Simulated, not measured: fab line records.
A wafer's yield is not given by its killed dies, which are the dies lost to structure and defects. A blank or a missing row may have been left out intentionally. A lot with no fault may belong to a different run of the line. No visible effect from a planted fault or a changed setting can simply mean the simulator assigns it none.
fab line records ; flow nandHarc
record lots=7; wafers=21; lastDay=33
route steps=1302 shown A_DECK1_JOINT@544 A_ONON_D2@545 END@1302
lots untouched by any fault: they come from a run of this same line in which no faults occurred
startH: start of the lot's first displayed wafer, in hours after the record's first day ; waitH: time in hours since the lot's previous step ; " identical to the entry in the row above ; L1.1+2: a single row standing in for several wafers ; - no value, or no start given ; * or withheld: withheld ; < > ~ a bound
route shown NAME@n: NAME is a module with steps in the file, n the number in the route of the first one ; usual: average and standard deviation across the fault-free wafers ; same: alike in all rows ; chamber/n: place in a boat ; sites: each site's reading ; _std_site: standard deviation across them ; _edge_site: outer sites' mean less inner sites' ; radiusMm: for every site, how far away it sits from the centre of the wafer ; mask NAME#n: copy n ; behind: the tool/chamber that last shaped the wafer ; hold: cause of the lot's hold/its duration in hours/its outcome ; device: whichever transistor did not switch (one of n, p or np) ; end of line: at the end of the route, the tests of the same wafers ; a step without rows: its recipe alone ; killed: the dies lost at the first sort to structure and to defects; this is not the yield of the wafer ; map: shows each die of a wafer: x if killed, . if not, _ if none is there
set.NAME: the setting the step ran with; set.NAME@STEP: the setting that earlier step ran with ; model.NAME: the simulator's own value behind a step, which no gauge read
lots at selected steps of the route; one table per step, one row per wafer
services: from which hour (startH, from the record's first day; less than 0 if before it) a tool's chamber was out of use, for how many hours, and why
## steps
# step NHARC_A_DECK1_JOINT_INSPECT_05
# usual rawDefectCount=325/130
lot.wafer;tool;chamber;startH;waitH;rawDefectCount
L245.1;defectInspect-01;-;354.49;0.0;198
L245.4;defectInspect-01;-;354.49;0.0;302
L245.5;defectInspect-01;-;354.49;0.0;449
L248.3;defectInspect-02;-;378.03;0.0;337
L248.4;defectInspect-02;-;378.03;0.0;278
L248.5;defectInspect-02;-;378.03;0.0;187
L250.1;defectInspect-01;-;415.99;0.0;195
L250.2;defectInspect-01;-;415.99;0.0;286
L250.4;defectInspect-01;-;415.99;0.0;249
L252.2;defectInspect-02;-;431.48;0.0;419
L252.3;defectInspect-02;-;431.48;0.0;345
L252.5;defectInspect-02;-;431.48;0.0;339
L254.1;defectInspect-02;-;450.12;0.0;264
L254.3;defectInspect-02;-;450.12;0.0;257
L254.4;defectInspect-02;-;450.12;0.0;202
L257.2;defectInspect-02;-;478.42;0.0;296
L257.3;defectInspect-02;-;478.42;0.0;227
L257.4;defectInspect-02;-;478.42;0.0;321
L259.1;defectInspect-02;-;499.11;0.0;380
L259.2;defectInspect-02;-;499.11;0.0;375
L259.5;defectInspect-02;-;499.11;0.0;421
# step NHARC_A_ONON_D2_DEP_00
# recipe targetThkA=10000; n2FlowSccm=2750; n2oFlowSccm=2000; nh3FlowSccm=500; sih4FlowSccm=210; tempC=400
# step NHARC_A_ONON_D2_THK_MEAS_02
# recipe thkMeasGauge=ellipsometry
# usual thkNm=998/8.2
lot.wafer;tool;chamber;startH;waitH;thkNm
L245.1;filmMetro-02;-;355.07;-;993
L245.4;filmMetro-02;-;355.07;-;991
L245.5;filmMetro-02;-;355.07;-;993
L248.3;filmMetro-01;-;378.60;-;989
L248.4;filmMetro-01;-;378.60;-;987
L248.5;filmMetro-01;-;378.60;-;987
L250.1;filmMetro-02;-;416.56;-;1005
L250.2;filmMetro-02;-;416.56;-;1005
L250.4;filmMetro-02;-;416.56;-;1004
L252.2;filmMetro-02;-;432.06;-;999
L252.3;filmMetro-02;-;432.06;-;1000
L252.5;filmMetro-02;-;432.06;-;997
L254.1;filmMetro-02;-;450.69;-;1014
L254.3;filmMetro-02;-;450.69;-;1012
L254.4;filmMetro-02;-;450.69;-;1014
L257.2;filmMetro-02;-;478.99;-;1005
L257.3;filmMetro-02;-;478.99;-;1004
L257.4;filmMetro-02;-;478.99;-;1005
L259.1;filmMetro-02;-;499.68;-;995
L259.2;filmMetro-02;-;499.68;-;996
L259.5;filmMetro-02;-;499.68;-;996
# step NHARC_A_ONON_D2_DEP_03
# recipe targetThkA=10000; n2FlowSccm=2750; n2oFlowSccm=2000; nh3FlowSccm=500; sih4FlowSccm=210; tempC=400
# step NHARC_A_ONON_D2_THK_MEAS_05
# recipe thkMeasGauge=ellipsometry
# usual thkNm=1001/8.1
lot.wafer;tool;chamber;startH;waitH;thkNm
L245.1;filmMetro-02;-;355.64;-;982
L245.4;filmMetro-02;-;355.64;-;982
L245.5;filmMetro-02;-;355.64;-;982
L248.3;filmMetro-01;-;379.16;-;1000
L248.4;filmMetro-01;-;379.16;-;1000
L248.5;filmMetro-01;-;379.16;-;1001
L250.1;filmMetro-01;-;417.14;-;997
L250.2;filmMetro-01;-;417.14;-;999
L250.4;filmMetro-01;-;417.14;-;998
L252.2;filmMetro-02;-;432.63;-;993
L252.3;filmMetro-02;-;432.63;-;994
L252.5;filmMetro-02;-;432.63;-;993
L254.1;filmMetro-02;-;451.25;-;994
L254.3;filmMetro-02;-;451.25;-;995
L254.4;filmMetro-02;-;451.25;-;996
L257.2;filmMetro-01;-;479.56;-;1008
L257.3;filmMetro-01;-;479.56;-;1009
L257.4;filmMetro-01;-;479.56;-;1008
L259.1;filmMetro-01;-;500.25;-;1007
L259.2;filmMetro-01;-;500.25;-;1006
L259.5;filmMetro-01;-;500.25;-;1007
# step NHARC_A_ONON_D2_DEP_06
# recipe targetThkA=10000; n2FlowSccm=2750; n2oFlowSccm=2000; nh3FlowSccm=500; sih4FlowSccm=210; tempC=400
# step NHARC_A_ONON_D2_THK_MEAS_08
# recipe thkMeasGauge=ellipsometry
# usual thkNm=1003/5.8
lot.wafer;tool;chamber;startH;waitH;thkNm
L245.1;filmMetro-01;-;356.21;-;1001
L245.4;filmMetro-01;-;356.21;-;1001
L245.5;filmMetro-01;-;356.21;-;1000
L248.3;filmMetro-01;-;379.73;-;1000
L248.4;filmMetro-01;-;379.73;-;1001
L248.5;filmMetro-01;-;379.73;-;1000
L250.1;filmMetro-02;-;417.71;-;1007
L250.2;filmMetro-02;-;417.71;-;1009
L250.4;filmMetro-02;-;417.71;-;1009
L252.2;filmMetro-01;-;433.20;-;1004
L252.3;filmMetro-01;-;433.20;-;1001
L252.5;filmMetro-01;-;433.20;-;1003
L254.1;filmMetro-02;-;451.82;-;997
L254.3;filmMetro-02;-;451.82;-;997
L254.4;filmMetro-02;-;451.82;-;997
L257.2;filmMetro-02;-;480.12;-;1014
L257.3;filmMetro-02;-;480.12;-;1012
L257.4;filmMetro-02;-;480.12;-;1014
L259.1;filmMetro-02;-;500.81;-;995
L259.2;filmMetro-02;-;500.81;-;994
L259.5;filmMetro-02;-;500.81;-;994
# step NHARC_A_ONON_D2_DEP_09
# recipe targetThkA=10000; n2FlowSccm=2750; n2oFlowSccm=2000; nh3FlowSccm=500; sih4FlowSccm=210; tempC=400
# step NHARC_A_ONON_D2_THK_MEAS_11
# recipe thkMeasGauge=ellipsometry
# usual thkNm=1004/11
lot.wafer;tool;chamber;startH;waitH;thkNm
L245.1;filmMetro-02;-;356.77;-;1019
L245.4;filmMetro-02;-;356.77;-;1020
L245.5;filmMetro-02;-;356.77;-;1021
L248.3;filmMetro-01;-;380.30;-;988
L248.4;filmMetro-01;-;380.30;-;986
L248.5;filmMetro-01;-;380.30;-;989
L250.1;filmMetro-01;-;418.27;-;1014
L250.2;filmMetro-01;-;418.27;-;1014
L250.4;filmMetro-01;-;418.27;-;1015
L252.2;filmMetro-02;-;433.76;-;1015
L252.3;filmMetro-02;-;433.76;-;1015
L252.5;filmMetro-02;-;433.76;-;1015
L254.1;filmMetro-01;-;452.39;-;1008
L254.3;filmMetro-01;-;452.39;-;1008
L254.4;filmMetro-01;-;452.39;-;1007
L257.2;filmMetro-02;-;480.68;-;988
L257.3;filmMetro-02;-;480.68;-;989
L257.4;filmMetro-02;-;480.68;-;990
L259.1;filmMetro-01;-;501.38;-;1009
L259.2;filmMetro-01;-;501.38;-;1011
L259.5;filmMetro-01;-;501.38;-;1011
# step NHARC_A_ONON_D2_DEP_12
# recipe targetThkA=10000; n2FlowSccm=2750; n2oFlowSccm=2000; nh3FlowSccm=500; sih4FlowSccm=210; tempC=400
# step NHARC_A_ONON_D2_THK_MEAS_14
# recipe thkMeasGauge=ellipsometry
# usual thkNm=1001/8.8
lot.wafer;tool;chamber;startH;waitH;thkNm
L245.1;filmMetro-01;-;357.34;-;1014
L245.4;filmMetro-01;-;357.34;-;1017
L245.5;filmMetro-01;-;357.34;-;1014
L248.3;filmMetro-01;-;380.87;-;1003
L248.4;filmMetro-01;-;380.87;-;1005
L248.5;filmMetro-01;-;380.87;-;1002
L250.1;filmMetro-02;-;418.84;-;994
L250.2;filmMetro-02;-;418.84;-;991
L250.4;filmMetro-02;-;418.84;-;991
L252.2;filmMetro-01;-;434.32;-;992
L252.3;filmMetro-01;-;434.32;-;993
L252.5;filmMetro-01;-;434.32;-;992
L254.1;filmMetro-01;-;452.95;-;997
L254.3;filmMetro-01;-;452.95;-;995
L254.4;filmMetro-01;-;452.95;-;997
L257.2;filmMetro-02;-;481.25;-;1006
L257.3;filmMetro-02;-;481.25;-;1005
L257.4;filmMetro-02;-;481.25;-;1004
L259.1;filmMetro-02;-;501.95;-;1008
L259.2;filmMetro-02;-;501.95;-;1008
L259.5;filmMetro-02;-;501.95;-;1009
# step NHARC_A_ONON_D2_ANNEAL_15
# recipe tempC=750; timeS=3600
# step NHARC_A_ONON_D2_DEP_16
# recipe targetThkA=10000; n2FlowSccm=2750; n2oFlowSccm=2000; nh3FlowSccm=500; sih4FlowSccm=210; tempC=400
# usual n2FlowSccm=2750/8.1
lot.wafer;tool;chamber;startH;waitH;n2FlowSccm
L245.1;pecvdOnon-03;0;364.15;0.4;2744
L245.4;pecvdOnon-03;0;364.15;0.4;2748
L245.5;pecvdOnon-03;0;364.15;0.4;2744
L248.3;pecvdOnon-03;0;388.23;0.5;2735
L248.4;pecvdOnon-03;0;388.23;0.5;2752
L248.5;pecvdOnon-03;0;388.23;0.5;2750
L250.1;pecvdOnon-03;0;426.65;0.4;2756
L250.2;pecvdOnon-03;0;426.65;0.4;2754
L250.4;pecvdOnon-03;0;426.65;0.4;2743
L252.2;pecvdOnon-03;0;444.65;0.4;2743
L252.3;pecvdOnon-03;0;444.65;0.4;2748
L252.5;pecvdOnon-03;0;444.65;0.4;2757
L254.1;pecvdOnon-03;0;463.26;0.4;2763
L254.3;pecvdOnon-03;0;463.26;0.4;2750
L254.4;pecvdOnon-03;0;463.26;0.4;2760
L257.2;pecvdOnon-01;0;488.59;0.4;2754
L257.3;pecvdOnon-01;0;488.59;0.4;2750
L257.4;pecvdOnon-01;0;488.59;0.4;2743
L259.1;pecvdOnon-01;0;507.41;0.4;2739
L259.2;pecvdOnon-01;0;507.41;0.4;2743
L259.5;pecvdOnon-01;0;507.41;0.4;2744
# step NHARC_A_ONON_D2_THK_MEAS_18
# recipe thkMeasGauge=ellipsometry
# usual thkNm=998/9.2
lot.wafer;tool;chamber;startH;waitH;thkNm
L245.1;filmMetro-01;-;364.66;-;987
L245.4;filmMetro-01;-;364.66;-;989
L245.5;filmMetro-01;-;364.66;-;988
L248.3;filmMetro-01;-;388.62;-;995
L248.4;filmMetro-01;-;388.62;-;996
L248.5;filmMetro-01;-;388.62;-;995
L250.1;filmMetro-02;-;427.16;-;341
L250.2;filmMetro-02;-;427.16;-;342
L250.4;filmMetro-02;-;427.16;-;342
L252.2;filmMetro-01;-;445.10;-;335
L252.3;filmMetro-01;-;445.10;-;336
L252.5;filmMetro-01;-;445.10;-;336
L254.1;filmMetro-01;-;463.76;-;338
L254.3;filmMetro-01;-;463.76;-;337
L254.4;filmMetro-01;-;463.76;-;339
L257.2;filmMetro-02;-;489.04;-;1011
L257.3;filmMetro-02;-;489.04;-;1014
L257.4;filmMetro-02;-;489.04;-;1012
L259.1;filmMetro-01;-;507.92;-;995
L259.2;filmMetro-01;-;507.92;-;994
L259.5;filmMetro-01;-;507.92;-;995
# step NHARC_A_ONON_D2_DEP_19
# recipe targetThkA=10000; n2FlowSccm=2750; n2oFlowSccm=2000; nh3FlowSccm=500; sih4FlowSccm=210; tempC=400
# step NHARC_END_SORT_01
# recipe tempC=25
# usual killedAtArray=56/20; killedAtOther=0.9/1.1; killedAtPeriphery=3.7/3; killedDies=61/21; killedOpen=2.9/1.6; killedShort=2.6/1.4
# same grossDies=677
lot.wafer;tool;chamber;startH;waitH;killedAtArray;killedAtOther;killedAtPeriphery;killedDies;killedOpen;killedShort
L248.3;prober-01;0;671.20;3.1;76;2;11;89;4;4
L248.5;prober-01;0;672.80;3.7;80;1;8;89;0;3
L252.2;prober-02;0;725.63;2.8;673;0;4;677;5;4
L252.3;prober-02;0;726.42;3.1;675;0;2;677;4;0
L252.5;prober-02;0;728.00;3.7;675;0;2;677;4;2
L254.1;prober-01;0;737.27;2.5;675;0;2;677;2;2
L254.3;prober-01;0;738.86;3.1;673;0;4;677;2;1
L254.4;prober-01;0;739.66;3.4;676;0;1;677;1;2
# killed by level:class
L248.3 A_CHANNEL_HOLE_D1:chamberFilmFlake=31 A_SLIT:chamberFilmFlake=24 A_CHANNEL_HOLE_D2:chamberFilmFlake=5 P_STI:chamberFilmFlake=3 P_GATE:chamberFilmFlake=3 P_M0:chamberFilmFlake=3 A_DECK1_JOINT:chamberFilmFlake=3 A_STAIRCASE:chamberFilmFlake=3
L248.5 A_SLIT:chamberFilmFlake=33 A_CHANNEL_HOLE_D1:chamberFilmFlake=19 A_CHANNEL_HOLE_D2:chamberFilmFlake=13 P_STI:chamberFilmFlake=4 P_M0:chamberFilmFlake=3 A_CONTACT:chamberFilmFlake=3 A_BLC:chamberFilmFlake=3 A_BONDPAD:chamberFilmFlake=3
L252.2 A_ONON_D2:areaDep=639 A_CHANNEL_HOLE_D1:chamberFilmFlake=16 A_DECK1_JOINT:chamberFilmFlake=3 A_STAIRCASE:chamberFilmFlake=3 P_CONTACT:geometricParticle:open=2 A_SLIT:chamberFilmFlake=2 A_CHANNEL_FILL_D1:geometricParticle:short=1 A_DECK1_JOINT:geometricParticle:short=1
L252.3 A_ONON_D2:areaDep=643 A_CHANNEL_HOLE_D1:chamberFilmFlake=21 A_STAIRCASE:chamberFilmFlake=3 P_CONTACT:geometricParticle:open=1 A_ONON_D2:geometricParticle:open=1 A_SLIT:geometricParticle:open=1 A_BLC:geometricParticle:open=1 P_ZERO_WELL:chamberFilmFlake=1
L252.5 A_ONON_D2:areaDep=627 A_CHANNEL_HOLE_D1:chamberFilmFlake=36 A_CONTACT:chamberFilmFlake=4 A_STAIRCASE:chamberFilmFlake=2 P_GATE:geometricParticle:open=1 P_M0:geometricParticle:short=1 A_SOURCE_PLATE:geometricParticle:short=1 A_CHANNEL_FILL_D1:geometricParticle:open=1
L254.1 A_ONON_D2:areaDep=584 A_SLIT:chamberFilmFlake=28 A_CHANNEL_HOLE_D2:chamberFilmFlake=22 A_CHANNEL_HOLE_D1:chamberFilmFlake=16 A_CONTACT:chamberFilmFlake=9 A_SGD_CUT:chamberFilmFlake=7 A_STAIRCASE:chamberFilmFlake=6 P_M2:geometricParticle:open=1
L254.3 A_ONON_D2:areaDep=554 A_CHANNEL_HOLE_D1:chamberFilmFlake=31 A_CHANNEL_HOLE_D2:chamberFilmFlake=31 A_SLIT:chamberFilmFlake=30 A_STAIRCASE:chamberFilmFlake=13 A_SGD_CUT:chamberFilmFlake=7 A_CONTACT:chamberFilmFlake=5 P_M0:geometricParticle:open=1
L254.4 A_ONON_D2:areaDep=571 A_SLIT:chamberFilmFlake=34 A_CHANNEL_HOLE_D2:chamberFilmFlake=30 A_CHANNEL_HOLE_D1:chamberFilmFlake=20 A_STAIRCASE:chamberFilmFlake=6 A_CONTACT:chamberFilmFlake=6 A_SGD_CUT:chamberFilmFlake=3 A_CHANNEL_FILL_D1:geometricParticle:short=1
# map L252.2 (x killed, . not)
____________x____________
_________xxxxxxx_________
_______xxxxxxxxxxx_______
______xxxxxxxxxxxxx______
_____xxxxxxxxxxxxxxx_____
____xxxxxxxxxxxxxxxxx____
____xxxxxxxxxxxxxxxxx____
___xxxxxxxxxxxxxxxxxxx___
___xxxxxxxxxxxxxxxxxxx___
__xxxxxxxxxxxxxxxxxxxxx__
__xxxxxxxxxxxxxxxxxxxxx__
_xxxxxxxxxxxxxxxxxxxxxxx_
_xxxxxxxxxxxxxxxxxxxxxxx_
_xxxxxxxxxxxxxxxxxxxxxxx_
_xxxxxxxxxxxxxxxxxxxxxxx_
_xxxxxxxxxxxxxxxxxxxxxxx_
xxxxxxxxxxxxxxxxxxxxxxxxx
xxxxxxxxxxxxxxxxxxxxxxxxx
xxxxxxxxxxxxxxxxxxxxxxxxx
xxxxxxxxxxxxxxxxxxxxxxxxx
xxxxxxxxxxxxxxxxxxxxxxxxx
_xxxxxxxxxxxxxxxxxxxxxxx_
_xxxxxxxxxxxxxxxxxxxxxxx_
_xxxxxxxxxxxxxxxxxxxxxxx_
_xxxxxxxxxxxxxxxxxxxxxxx_
_xxxxxxxxxxxxxxxxxxxxxxx_
__xxxxxxxxxxxxxxxxxxxxx__
__xxxxxxxxxxxxxxxxxxxxx__
___xxxxxxxxxxxxxxxxxxx___
___xxxxxxxxxxxxxxxxxxx___
____xxxxxxxxxxxxxxxxx____
____xxxxxxxxxxxxxxxxx____
_____xxxxxxxxxxxxxxx_____
______xxxxxxxxxxxxx______
_______xxxxxxxxxxx_______
_________xxxxxxx_________
____________x____________
# map L254.1 (x killed, . not)
____________x____________
_________xxxxxxx_________
_______xxxxxxxxxxx_______
______xxxxxxxxxxxxx______
_____xxxxxxxxxxxxxxx_____
____xxxxxxxxxxxxxxxxx____
____xxxxxxxxxxxxxxxxx____
___xxxxxxxxxxxxxxxxxxx___
___xxxxxxxxxxxxxxxxxxx___
__xxxxxxxxxxxxxxxxxxxxx__
__xxxxxxxxxxxxxxxxxxxxx__
_xxxxxxxxxxxxxxxxxxxxxxx_
_xxxxxxxxxxxxxxxxxxxxxxx_
_xxxxxxxxxxxxxxxxxxxxxxx_
_xxxxxxxxxxxxxxxxxxxxxxx_
_xxxxxxxxxxxxxxxxxxxxxxx_
xxxxxxxxxxxxxxxxxxxxxxxxx
xxxxxxxxxxxxxxxxxxxxxxxxx
xxxxxxxxxxxxxxxxxxxxxxxxx
xxxxxxxxxxxxxxxxxxxxxxxxx
xxxxxxxxxxxxxxxxxxxxxxxxx
_xxxxxxxxxxxxxxxxxxxxxxx_
_xxxxxxxxxxxxxxxxxxxxxxx_
_xxxxxxxxxxxxxxxxxxxxxxx_
_xxxxxxxxxxxxxxxxxxxxxxx_
_xxxxxxxxxxxxxxxxxxxxxxx_
__xxxxxxxxxxxxxxxxxxxxx__
__xxxxxxxxxxxxxxxxxxxxx__
___xxxxxxxxxxxxxxxxxxx___
___xxxxxxxxxxxxxxxxxxx___
____xxxxxxxxxxxxxxxxx____
____xxxxxxxxxxxxxxxxx____
_____xxxxxxxxxxxxxxx_____
______xxxxxxxxxxxxx______
_______xxxxxxxxxxx_______
_________xxxxxxx_________
____________x____________
## services
tool;chamber;startH;hours;kind
pecvdOnon-03;-;408.34;13.0;pm
pecvdOnon-01;-;450.00;13.0;pm
pecvdOnon-03;-;485.34;1.3;repair
## key
firstSign step=NHARC_A_ONON_D2_THK_MEAS_18; reading=thkNm; direction=down; sigmas=72; usual=998; struck=338
effect step=NHARC_END_SORT_01; reading=killedAtArray; direction=up; sigmas=30; usual=56; struck=674
moreKillsBornAt NHARC_A_ONON_D2_DEP_16@pecvdOnon-03=3618
metAt NHARC_A_ONON_D2_DEP_16
struckWafers L250.1,L250.2,L250.4,L252.2,L252.3,L252.5,L254.1,L254.3,L254.4
rowsEnd L250.1,L250.2,L250.4
laterRowsLeftOut L252.2,L252.3,L252.5,L254.1,L254.3,L254.4
testerLeftOut L252,L254
onsetBetween 388.23 426.65
fault kind=processParameterDrift; tool=pecvdOnon-03; chamber=0; onsetH=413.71; steps=NHARC_A_ONON_D2_DEP_16; channel=targetThkA; offset=*; shape=step; actsIn=*; stated=*
# testerLeftOut: of these lots the tester's yield and bins aren't shown, on N5 and GAA mostly nor the transistor test; their killed dies are dies lost to structure and defects alone, not to doping, threshold or leakage, so they don't give the yield
# laterRowsLeftOut: the simulator's readings of these wafers behind a module that went badly wrong aren't trusted and aren't shown, but for the sort
# rowsEnd: these wafers met a further fault down the route, and their rows from its step on are left out
